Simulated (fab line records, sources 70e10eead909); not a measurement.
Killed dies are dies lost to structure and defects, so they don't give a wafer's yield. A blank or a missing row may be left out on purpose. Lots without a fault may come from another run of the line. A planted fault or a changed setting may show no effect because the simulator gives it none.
A struck lot beside a sound one | flow nand_harc | 16 steps out of a route of 1159
Sound: wafers L596.1, L596.2, L596.3. Struck: wafers L587.2, L587.5, L587.6. The cause comes at the end.
At each step with rows: each side's tool, then ch and its chambers, then its first start. Under that, the readings that differ: sound wafers | struck wafers | difference of the means | sigmas: that difference in standard deviations of wafers without a fault.
alike: readings whose means differ by less than 2 such deviations, and words and numbers that are the same on both sides. not compared: withheld readings, readings that some wafer has no value for, bounds like >300 that may hide the same value, and numbers for which the record gives no deviation and whose values overlap.
The two part at a step that has a row with sigmas, a row that says differs or no value, or rows on one side only. Numbers that don't overlap but have no deviation are shown without sigmas and don't part them. A reading that every wafer of one side lacks parts them only if that side has two wafers or more.

first, 1 step without rows for these wafers: NHARC_P_BONDPAD_HARDBAKE_10 (time 65 s).
NHARC_P_BONDPAD_DESCUM_11: chemistry O2, time 3 s.
  sound on rie_diel-06 ch 0,1,3, day 9 17:59; struck on rie_diel-06 ch 0,1,2, day 7 19:03
  alike: drypump_motor_current_A, mfc_ar_sccm, oes_product_au, rf_vpp_V, showerhead_plenum_p_Torr, throttle_valve_pct
  not compared: rf_hours_counter_h
NHARC_P_BONDPAD_ETCH_37: etches the open film in N2/H2, target depth 60 nm, overetch 18 nm, time 65.91 s.
  sound on rie_diel-06 ch 0,1,3, day 9 18:05; struck on rie_diel-06 ch 0,2,3, day 7 19:08
  alike: drypump_motor_current_A, mfc_ar_sccm, oes_product_au, rf_vpp_V, showerhead_plenum_p_Torr, throttle_valve_pct
  not compared: rf_hours_counter_h
then, 1 step without rows for these wafers: NHARC_P_BONDPAD_ETCH_12 (etches the open film in CHF3/O2, target depth 200 nm, time 100 s).
NHARC_P_BONDPAD_CD_MEAS_13:
  sound on cd_sem-03, day 9 18:21; struck on cd_sem-01, day 7 19:20
  alike: cd_nm
then, 1 step without rows for these wafers: NHARC_P_BONDPAD_STRIP_15 (strips in O2).
NHARC_P_BONDPAD_ETCH_24: etches the open film in CF4/N2, target depth 30 nm, time 72.99 s.
  sound on rie_diel-06 ch 0,1,3, day 9 18:36; struck on rie_diel-06 ch 1,2
  alike: drypump_motor_current_A, mfc_ar_sccm, oes_product_au, rf_vpp_V, showerhead_plenum_p_Torr, throttle_valve_pct
  not compared: rf_hours_counter_h
then, 2 steps without rows for these wafers: NHARC_P_BONDPAD_STRIP_16 (strips in post etch residue remover, time 600 s); NHARC_P_BONDPAD_DEGAS_25 (time 60 s).
NHARC_P_BONDPAD_PRE_CLEAN_26: time 30 s.
  sound on pvd_sputter-03; struck on pvd_sputter-03
  alike: heater_power_w, susceptor_temp_C
then, 2 steps without rows for these wafers: NHARC_P_BONDPAD_PVD_17 (deposits TaN, target thk 5 nm, time 8.06 s); NHARC_P_BONDPAD_PVD_27 (deposits Cu, target thk 30 nm, time 20.49 s).
NHARC_P_BONDPAD_ECD_18: material Cu, target thk 400 nm.
  sound on ecd_cu-01 ch 0,1, day 9 19:23; struck on ecd_cu-01 ch 0,1, day 7 20:20
  no value came back on the struck wafers for bath_heat_duty_pct (%), bath_temp_c (C); on the sound wafers bath_heat_duty_pct (%) reads 6.2 6.3 6.0
then, 1 step without rows for these wafers: NHARC_P_BONDPAD_ANNEAL_28 (time 90 s).
NHARC_P_BONDPAD_CMP_19: polishes, t overpolish 30 s, cu recess touch 16 s, target thk 160.81 nm.
  sound on cmp-01 ch 1,2,3, day 9 20:07; struck on cmp-02 ch 0,3, day 7 21:04
  alike: motor_current_A, overpolish_run_s, slurry_filter_dp_kPa
NHARC_P_BONDPAD_THK_MEAS_20: measures by xrf.
  sound on film_metro-02, day 9 20:26; struck on film_metro-02, day 7 21:34
  reading     | sound             | struck         | difference | sigmas
  thk_nm (nm) | 159.0 159.0 160.6 | 29.9 29.7 29.7 | -129.8     | -99 or more
  not compared: hold

WHERE THEY PART
First at NHARC_P_BONDPAD_ECD_18; last, within this record, at NHARC_P_BONDPAD_THK_MEAS_20.

WHY: what the simulator had put in
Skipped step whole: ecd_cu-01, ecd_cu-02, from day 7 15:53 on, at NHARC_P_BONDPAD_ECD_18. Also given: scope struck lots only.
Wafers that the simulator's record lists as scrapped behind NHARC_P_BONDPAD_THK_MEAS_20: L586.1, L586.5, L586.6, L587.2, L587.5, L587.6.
